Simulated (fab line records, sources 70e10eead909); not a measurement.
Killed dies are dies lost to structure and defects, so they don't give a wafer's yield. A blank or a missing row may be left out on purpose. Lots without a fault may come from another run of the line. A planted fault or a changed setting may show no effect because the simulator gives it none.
fab line records | flow nand_harc
record lots=5 wafers=15 last_day=34
route steps=1302 shown P_STI@107 P_GATE@110 END@1302
lots that met no fault: from a run of the same line without faults
start_h: hours from the record's first day to the start of the lot's first wafer shown | wait_h: hours since the lot's step before | " the same as in the row above | L1.1+2: a row that stands for several wafers | - no value, or no start given | * or withheld: withheld | < > ~ a bound
route shown NAME@n: a module of which the file shows steps, and the number in the route of the first | usual: mean/standard deviation of fault-free wafers | same: alike in all rows | chamber/n: place in a boat | sites: the reading at each site | _std_site: their standard deviation | _edge_site: outer sites' mean less inner sites' | radius_mm: how far each site lies from the wafer's centre | mask NAME#n: copy n | behind: the tool/chamber that last shaped the wafer | hold: why the lot was held/for how many hours/how that ended | device: the transistor (n, p or np) that didn't switch | end of line: the same wafers' tests at the end of the route | a step without rows: its recipe alone | killed: dies lost to structure and defects at the first sort, not the wafer's yield | map: a wafer's dies, x killed, . not, _ none there
set.NAME: the setting as run; set.NAME@STEP: as run at that earlier step | model.NAME: the simulator's own value behind a step, which no gauge read
lots at some steps of the route; a table a step, a row a wafer
services: from which hour (start_h, from the record's first day; less than 0 if before it) a tool's chamber was out of use, for how many hours, and why
## steps
# step NHARC_P_STI_SRD_39
# step NHARC_P_STI_OXIDE_40
# recipe target_thk_a=100 temp_c=900 ox_time_s=1362 material=SiO2
# step NHARC_P_STI_INSPECT_25
# usual raw_defect_count=239/110
# columns lot.wafer tool chamber start_h wait_h raw_defect_count
L852.1 defect_inspect-01 - 172.25 0.4 204
L852.3 " - " " 113
L852.5 " - " " 191
L854.1 defect_inspect-02 - 191.06 0.4 327
L854.4 " - " " 231
L854.6 " - " " 173
L860.2 defect_inspect-02 - 260.87 0.4 244
L860.4 " - " " 139
L860.6 " - " " 344
L864.1 defect_inspect-02 - 287.80 0.4 290
L864.4 " - " " 334
L864.6 " - " " 215
L863.1 defect_inspect-01 - 287.80 0.4 269
L863.2 " - " " 279
L863.4 " - " " 322
# step NHARC_P_GATE_ETCH_69
# recipe target_depth_a=140 chemistry=dHF material=SiO2
# step NHARC_P_GATE_PRECLEAN_70
# recipe time_s=* temp_c=50 bath_age_min=0 chemistry=SC1
# step NHARC_P_GATE_SRD_01
# step NHARC_P_GATE_OXIDE_02
# recipe target_thk_a=375 temp_c=950 p_h2o_torr=720 ox_time_s=365 material=SiO2
# step NHARC_P_GATE_DEHYDRATE_03
# recipe temp_c=150 time_s=120
# step NHARC_P_GATE_HMDS_04
# recipe time_s=30
# step NHARC_P_GATE_COAT_05
# recipe spin_rpm=4690
# step NHARC_P_GATE_SOFTBAKE_06
# recipe temp_c=122 time_s=95
# step NHARC_P_GATE_EBR_07
# step NHARC_P_GATE_EXPOSE_08
# recipe na=0.6 dose_mj=16.75 mask_id=P_HV
# usual focus_offset_nm=0.0/0.5
# columns lot.wafer tool chamber start_h wait_h mask focus_offset_nm
L852.1 krf_scanner-04 0 180.91 - P_HV#0 0.6
L852.3 " 0 " " P_HV#0 0.0
L852.5 " 0 " " P_HV#0 0.2
L854.1 krf_scanner-02 0 199.24 - P_HVPW#0 0.8
L854.4 " 0 " " P_HVPW#0 0.0
L854.6 " 0 " " P_HVPW#0 0.5
L860.2 krf_scanner-04 0 269.33 - P_HV#0 0.2
L860.4 " 0 " " P_HV#0 0.1
L860.6 " 0 " " P_HV#0 0.3
L863.1 krf_scanner-02 0 295.95 - P_HV#0 0.0
L863.2 " 0 " " P_HV#0 0.0
L863.4 " 0 " " P_HV#0 0.8
L864.1 krf_scanner-03 0 296.11 - P_HV#0 -0.1
L864.4 " 0 " " P_HV#0 0.3
L864.6 " 0 " " P_HV#0 -0.8
# step NHARC_P_GATE_PEB_09
# recipe peb_temp_c=118 peb_time_s=85
# step NHARC_P_GATE_DEVELOP_10
# recipe time_s=70
# step NHARC_P_GATE_CD_MEAS_11
# recipe target_cd_nm=1640 landing_energy_ev=500
# usual cd_nm=1638.8/1.7
# columns lot.wafer tool chamber start_h wait_h cd_nm
L852.1 cd_sem-02 0 181.06 - 1639.9
L852.3 " 0 " " 1639.6
L852.5 " 0 " " 1636.6
L854.1 cd_sem-01 0 199.40 - -
L854.4 " 0 " " -
L854.6 " 0 " " -
L860.2 cd_sem-01 0 269.49 - 1636.1
L860.4 " 0 " " 1640.8
L860.6 " 0 " " 1637.7
L863.1 cd_sem-03 0 296.10 - 1637.8
L863.2 " 0 " " 1638.4
L863.4 " 0 " " 1634.5
L864.1 cd_sem-01 0 296.26 - 1639.8
L864.4 " 0 " " 1641.1
L864.6 " 0 " " 1639.2
# step NHARC_P_GATE_HARDBAKE_12
# recipe temp_c=125 time_s=80
# step NHARC_END_SORT_01
# recipe temp_c=25
# usual killed_at_array=62/22 killed_at_other=1.0/1.4 killed_at_periphery=4.2/2.8 killed_dies=67/23 killed_open=3.1/1.7 killed_short=2.1/1.5
# same gross_dies=677
# columns lot.wafer tool chamber start_h wait_h killed_at_array killed_at_other killed_at_periphery killed_dies killed_open killed_short
L854.1 prober-02 0 675.26 2.5 35 1 641 677 2 2
L854.4 prober-02 0 677.67 3.4 25 2 650 677 3 2
L854.6 prober-02 0 679.28 4.0 49 0 628 677 3 2
# killed by level:class
L854.1 P_GATE:area_expose=640 A_CHANNEL_HOLE_D2:chamber_film_flake=22 A_CHANNEL_HOLE_D1:chamber_film_flake=4 A_SLIT:chamber_film_flake=3 A_CONTACT:chamber_film_flake=2 A_ONON_D2:geometric_particle:short=1 A_WL_FILL:geometric_particle:short=1 A_WL_FILL:geometric_particle:open=1
L854.4 P_GATE:area_expose=649 A_CHANNEL_HOLE_D2:chamber_film_flake=12 A_CHANNEL_HOLE_D1:chamber_film_flake=3 A_CONTACT:chamber_film_flake=3 A_M1:chamber_film_flake=2 P_GATE:geometric_particle:open=1 A_CHANNEL_FILL_D1:geometric_particle:open=1 A_DECK1_JOINT:geometric_particle:open=1
L854.6 P_GATE:area_expose=626 A_CHANNEL_HOLE_D2:chamber_film_flake=26 A_CHANNEL_HOLE_D1:chamber_film_flake=8 A_SLIT:chamber_film_flake=5 A_DECK1_JOINT:chamber_film_flake=2 A_STAIRCASE:chamber_film_flake=2 P_CONTACT:geometric_particle:short=1 P_M1:geometric_particle:open=1
# map L854.1 (x killed, . not)
____________x____________
_________xxxxxxx_________
_______xxxxxxxxxxx_______
______xxxxxxxxxxxxx______
_____xxxxxxxxxxxxxxx_____
____xxxxxxxxxxxxxxxxx____
____xxxxxxxxxxxxxxxxx____
___xxxxxxxxxxxxxxxxxxx___
___xxxxxxxxxxxxxxxxxxx___
__xxxxxxxxxxxxxxxxxxxxx__
__xxxxxxxxxxxxxxxxxxxxx__
_xxxxxxxxxxxxxxxxxxxxxxx_
_xxxxxxxxxxxxxxxxxxxxxxx_
_xxxxxxxxxxxxxxxxxxxxxxx_
_xxxxxxxxxxxxxxxxxxxxxxx_
_xxxxxxxxxxxxxxxxxxxxxxx_
xxxxxxxxxxxxxxxxxxxxxxxxx
xxxxxxxxxxxxxxxxxxxxxxxxx
xxxxxxxxxxxxxxxxxxxxxxxxx
xxxxxxxxxxxxxxxxxxxxxxxxx
xxxxxxxxxxxxxxxxxxxxxxxxx
_xxxxxxxxxxxxxxxxxxxxxxx_
_xxxxxxxxxxxxxxxxxxxxxxx_
_xxxxxxxxxxxxxxxxxxxxxxx_
_xxxxxxxxxxxxxxxxxxxxxxx_
_xxxxxxxxxxxxxxxxxxxxxxx_
__xxxxxxxxxxxxxxxxxxxxx__
__xxxxxxxxxxxxxxxxxxxxx__
___xxxxxxxxxxxxxxxxxxx___
___xxxxxxxxxxxxxxxxxxx___
____xxxxxxxxxxxxxxxxx____
____xxxxxxxxxxxxxxxxx____
_____xxxxxxxxxxxxxxx_____
______xxxxxxxxxxxxx______
_______xxxxxxxxxxx_______
_________xxxxxxx_________
____________x____________
# map L863.4 (x killed, . not)
____________.____________
_________......._________
_______.xx........_______
______x............______
_____.xx............_____
____.................____
____..xx.....x.......____
___..x.x....x..x......___
___.x.................___
__.....................__
__.x...................__
_.....x....x...........x_
_....x........x........._
_.x........x............_
_......................._
_......................._
.........x.x.............
......xx..xxx............
.......x.x.x.x.......xx..
.......x.x.x.xx..........
.......xx.x..............
_...........x..........._
_..........x............_
_......................._
_............xx........._
_......................._
__.........x...........__
__...x.................__
___...................___
___...................___
____...x.............____
____.................____
_____..............._____
______.............______
_______.......x..._______
_________......._________
____________.____________
## services
# columns tool chamber start_h hours kind
krf_scanner-04 - 182.00 4.0 pm
krf_scanner-02 - 185.63 1.2 repair
krf_scanner-02 - 216.34 0.6 repair
krf_scanner-03 - 218.63 8.7 repair
krf_scanner-02 - 266.00 4.0 pm
## key
first_sign step=NHARC_P_GATE_EXPOSE_08 reading=mask direction=changed
effect step=NHARC_P_GATE_CD_MEAS_11 reading=cd_nm direction=missing
effect step=NHARC_END_SORT_01 reading=killed_at_periphery direction=up sigmas=99+ usual=4.2 struck=639.7
more_kills_born_at NHARC_P_GATE_EXPOSE_08@krf_scanner-02=1915
met_at NHARC_P_GATE_EXPOSE_08
struck_wafers L854.1,L854.4,L854.6
later_rows_left_out L854.1,L854.4,L854.6
tester_left_out L854
fault kind=wrong_mask tool=any chamber=- onset_h=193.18 steps=NHARC_P_GATE_EXPOSE_08 aux_copy=P_HVPW#0 scope=struck_lots_only
# tester_left_out: of these lots the tester's yield and bins aren't shown, on N5 and GAA mostly nor the transistor test; their killed dies are dies lost to structure and defects alone, not to doping, threshold or leakage, so they don't give the yield
# later_rows_left_out: the simulator's readings of these wafers behind a module that went badly wrong aren't trusted and aren't shown, but for the sort
